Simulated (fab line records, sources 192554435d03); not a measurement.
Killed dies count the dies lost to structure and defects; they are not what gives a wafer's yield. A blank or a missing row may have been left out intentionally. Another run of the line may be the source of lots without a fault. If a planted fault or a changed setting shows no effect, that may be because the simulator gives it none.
Matching of chambers :: flow n5Finfet :: 3 sister chambers for N5_BEOL_M5_DEP_56 on pecvd-01
The step deposits SiCN from 3MS/NH3, target thk 8 nm, time 14 s. 18 wafers are shown with their chamber, then 9 later ones without.

EACH WAFER AND ITS CHAMBER
wafer: L074.1
chamber: 0
showerheadPlenumPTorr (Torr): 3.691
throttleValvePct (%): 8.8

wafer: L074.3
chamber: 1
showerheadPlenumPTorr (Torr): 3.677
throttleValvePct (%): 10.2

wafer: L074.6
chamber: 2
showerheadPlenumPTorr (Torr): 3.638
throttleValvePct (%): 10.0

wafer: L077.2
chamber: 1
showerheadPlenumPTorr (Torr): 3.675
throttleValvePct (%): 9.7

wafer: L077.3
chamber: 0
showerheadPlenumPTorr (Torr): 3.700
throttleValvePct (%): 8.9

wafer: L077.6
chamber: 0
showerheadPlenumPTorr (Torr): 3.696
throttleValvePct (%): 9.0

wafer: L082.3
chamber: 0
showerheadPlenumPTorr (Torr): 3.692
throttleValvePct (%): 9.1

wafer: L082.5
chamber: 0
showerheadPlenumPTorr (Torr): 3.684
throttleValvePct (%): 8.8

wafer: L082.6
chamber: 1
showerheadPlenumPTorr (Torr): 3.680
throttleValvePct (%): 9.8

wafer: L088.4
chamber: 0
showerheadPlenumPTorr (Torr): 3.698
throttleValvePct (%): 8.7

wafer: L088.5
chamber: 1
showerheadPlenumPTorr (Torr): 3.675
throttleValvePct (%): 10.0

wafer: L088.6
chamber: 2
showerheadPlenumPTorr (Torr): 3.644
throttleValvePct (%): 8.3

wafer: L091.2
chamber: 0
showerheadPlenumPTorr (Torr): 3.691
throttleValvePct (%): 8.9

wafer: L091.4
chamber: 1
showerheadPlenumPTorr (Torr): 3.671
throttleValvePct (%): 9.9

wafer: L091.6
chamber: 2
showerheadPlenumPTorr (Torr): 3.644
throttleValvePct (%): 8.2

wafer: L093.1
chamber: 0
showerheadPlenumPTorr (Torr): 3.690
throttleValvePct (%): 8.7

wafer: L093.2
chamber: 1
showerheadPlenumPTorr (Torr): 3.685
throttleValvePct (%): 9.9

wafer: L093.3
chamber: 2
showerheadPlenumPTorr (Torr): 3.636
throttleValvePct (%): 8.2

SIGNATURES, as means of the wafers listed above
reading: showerheadPlenumPTorr
chamber 0: 3.69275
chamber 1: 3.67717
chamber 2: 3.64050
scatter within a chamber: 0.00483

reading: throttleValvePct
chamber 0: 8.863
chamber 1: 9.917
chamber 2: 8.675
scatter within a chamber: 0.419
Rule: for a wafer and a chamber, the distance is found by dividing, reading by reading, the gap between the wafer's reading and the chamber's mean by the reading's scatter, squaring, summing and taking the root. The wafer belongs to the nearest chamber; if the next one is less than 2 further off, it can't be placed. The scatter: the root of (the sum of the squares of (reading less its chamber's mean) over the shown wafers, divided by (wafers less chambers)).

WAFERS MISSING THEIR CHAMBER
wafer: L093.4
showerheadPlenumPTorr (Torr): 3.686
throttleValvePct (%): 9.0

wafer: L093.5
showerheadPlenumPTorr (Torr): 3.633
throttleValvePct (%): 8.6

wafer: L093.6
showerheadPlenumPTorr (Torr): 3.672
throttleValvePct (%): 9.8

wafer: L094.1
showerheadPlenumPTorr (Torr): 3.692
throttleValvePct (%): 8.8

wafer: L094.2
showerheadPlenumPTorr (Torr): 3.641
throttleValvePct (%): 8.2

wafer: L094.3
showerheadPlenumPTorr (Torr): 3.674
throttleValvePct (%): 9.9

wafer: L094.4
showerheadPlenumPTorr (Torr): 3.675
throttleValvePct (%): 9.8

wafer: L094.5
showerheadPlenumPTorr (Torr): 3.631
throttleValvePct (%): 8.2

wafer: L094.6
showerheadPlenumPTorr (Torr): 3.694
throttleValvePct (%): 8.8

WHICH CHAMBER EACH ONE RAN IN
wafer: L093.4
from the rows above: can't be placed: 0 or 1
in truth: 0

wafer: L093.5
from the rows above: 2
in truth: 2

wafer: L093.6
from the rows above: 1
in truth: 1

wafer: L094.1
from the rows above: 0
in truth: 0

wafer: L094.2
from the rows above: 2
in truth: 2

wafer: L094.3
from the rows above: 1
in truth: 1

wafer: L094.4
from the rows above: 1
in truth: 1

wafer: L094.5
from the rows above: 2
in truth: 2

wafer: L094.6
from the rows above: 0
in truth: 0
Correct placement for 8 of the 9. These rows do not allow placing 1 (true chamber among the candidates in 1). Placed wrongly: 0.
